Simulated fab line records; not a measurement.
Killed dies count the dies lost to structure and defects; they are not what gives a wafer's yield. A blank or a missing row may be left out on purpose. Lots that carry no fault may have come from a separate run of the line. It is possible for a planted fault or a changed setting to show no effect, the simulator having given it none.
Comparing a struck lot with a sound one | flow n5-finfet | 16 steps out of a route of 1938
Sound: wafers L316.1, L316.3, L316.4. Struck: wafers L327.2, L327.3, L327.4. The cause is named last.
For every step that has rows: the tool of each side, followed by ch and its chambers, followed by its first start. Under that, the readings that differ: sound wafers | struck wafers | difference of the means | sigmas: that difference in standard deviations of wafers without a fault.
alike: readings whose means differ by less than 2 such deviations, and words and numbers that are the same on both sides. not compared: withheld readings, readings that some wafer has no value for, bounds like >300 that may hide the same value, and numbers for which the record gives no deviation and whose values overlap.
The two part at a step that has a row with sigmas, a row that says differs or no value, or rows on one side only. Non-overlapping numbers with no deviation appear without sigmas and do not part them. Lack of a reading on every wafer of one side parts them only where that side has two or more wafers.

N5_BEOL_M4_STRIP_36: strips in N2/H2.
  sound on rie-diel-04 ch 0,1,2, day 9 11:23; struck on rie-diel-06 ch 2,3, day 11 21:47
  reading                | sound             | struck            | difference | sigmas
  throttle-valve-pct (%) | 23.88 23.76 24.07 | 23.39 23.55 23.55 | -0.41      | -2
  alike: drypump-motor-current-A, n2-flow-sccm, oes-product-au, rf-vpp-V, showerhead-plenum-p-Torr
  not compared: rf-hours-counter-h
N5_BEOL_M4_TRENCH_ETCH_37: etches SiOC in C4F6/O2, target depth 55.555 nm, time 29.2 s.
  sound: rie-diel-04 ch 0,1,2; struck: rie-diel-06 ch 2,3
  alike: drypump-motor-current-A, oes_f_703_au, oes-product-au, rf-vpp-V, showerhead-plenum-p-Torr, throttle-valve-pct
  not compared: rf-hours-counter-h
N5_BEOL_M4_ETCH_41: etches SiCN in CH3F/O2, target depth 29.9 nm, time 52.5 s.
  sound: rie-diel-04 ch 0,1,2; struck: rie-diel-06 ch 2,3
  alike: drypump-motor-current-A, oes-product-au, rf-vpp-V, showerhead-plenum-p-Torr, throttle-valve-pct
  not compared: rf-hours-counter-h
N5_BEOL_M4_STRIP_97: strips in N2/H2, time 10 s.
  sound: rie-diel-04 ch 0,1,2; struck: rie-diel-06 ch 2,3
  reading                | sound             | struck            | difference | sigmas
  throttle-valve-pct (%) | 23.88 23.76 24.09 | 23.41 23.56 23.55 | -0.40      | -2
  alike: drypump-motor-current-A, n2-flow-sccm, oes-product-au, rf-vpp-V, showerhead-plenum-p-Torr
  not compared: rf-hours-counter-h
N5_BEOL_M4_OCD_MEAS_38:
  struck on ocd-01, day 11 21:58; sound on ocd-02, day 9 11:35
  alike: trench-depth-nm
then, 4 steps without rows for these wafers: N5_BEOL_M4_HM_STRIP_39 (strips TiN in peroxide tin strip, target depth 25 nm, time 158 s); N5_BEOL_M4_SRD_40 (time 30 s); N5_BEOL_M4_PRECLEAN_42 (cleans in residue remover, time 60 s); N5_BEOL_M4_SRD_43 (time 30 s).
N5_BEOL_M4_CD_MEAS_35: target cd 18 nm, target cd y 22.4 nm.
  struck on cd-sem-02, day 11 22:07; sound on cd-sem-02, day 9 11:44
  alike: cd-nm
then, 2 steps without rows for these wafers: N5_BEOL_M4_DEGAS_44 (time 60 s); N5_BEOL_M4_PRE_CLEAN_45 (time 30 s).
N5_BEOL_M4_ALD_84: deposits TaN, pulse time 2 s, purge time 3 s, co reactant purge time 2 s.
  sound on ald-metal-02 ch 0,1,2, day 9 12:15; struck on ald-metal-03 ch 1,2,3, day 12 00:37
  reading                      | sound | struck            | difference | sigmas
  co-reactant-pulse-time-s (s) | 3 3 3 | 2.811 2.811 2.811 | -0.189     |
  alike: heater-power-w, precursor-vessel-pressure-torr, precursor-vessel-temp-c
N5_BEOL_M4_SURFACE_TREAT_85:
  struck on pvd-sputter-01, day 12 00:53; sound on pvd-sputter-02, day 9 12:32
  not compared: throttle-valve-pct
N5_BEOL_M4_RC_MEAS_101:
  sound on prober-02 ch 0, day 9 15:42; struck on prober-01 ch 0, day 12 04:49
  reading        | sound             | struck            | difference | sigmas
  DIBL_N (mV/V)  | 34.2 35.4 38.1    | 39.5 39.6 39.0    | +3.5       | +2
  DIBL_P (mV/V)  | 33.3 35.3 37.4    | 40.0 40.0 38.8    | +4.3       | +2
  IOFF_N (nA/um) | 0.116 0.141 0.175 | 0.203 0.206 0.194 | +0.057     | +3
  IOFF_P (nA/um) | 0.171 0.204 0.223 | 0.260 0.262 0.248 | +0.057     | +2
  SS_N (mV/dec)  | 71.2 71.0 71.5    | 72.3 72.4 72.1    | +1.0       | +2
  alike: ION_N, ION_P, SS_P, VT_N, VT_P
N5_PASSIVATION_PROBE_49:
  the record holds rows for the sound wafers here (prober-01, day 13 21:34) but none for the struck ones

## WHERE THEY PART
Last at N5_PASSIVATION_PROBE_49 as far as this record goes, first at N5_BEOL_M4_STRIP_36.

WHY: whatever the simulator had introduced
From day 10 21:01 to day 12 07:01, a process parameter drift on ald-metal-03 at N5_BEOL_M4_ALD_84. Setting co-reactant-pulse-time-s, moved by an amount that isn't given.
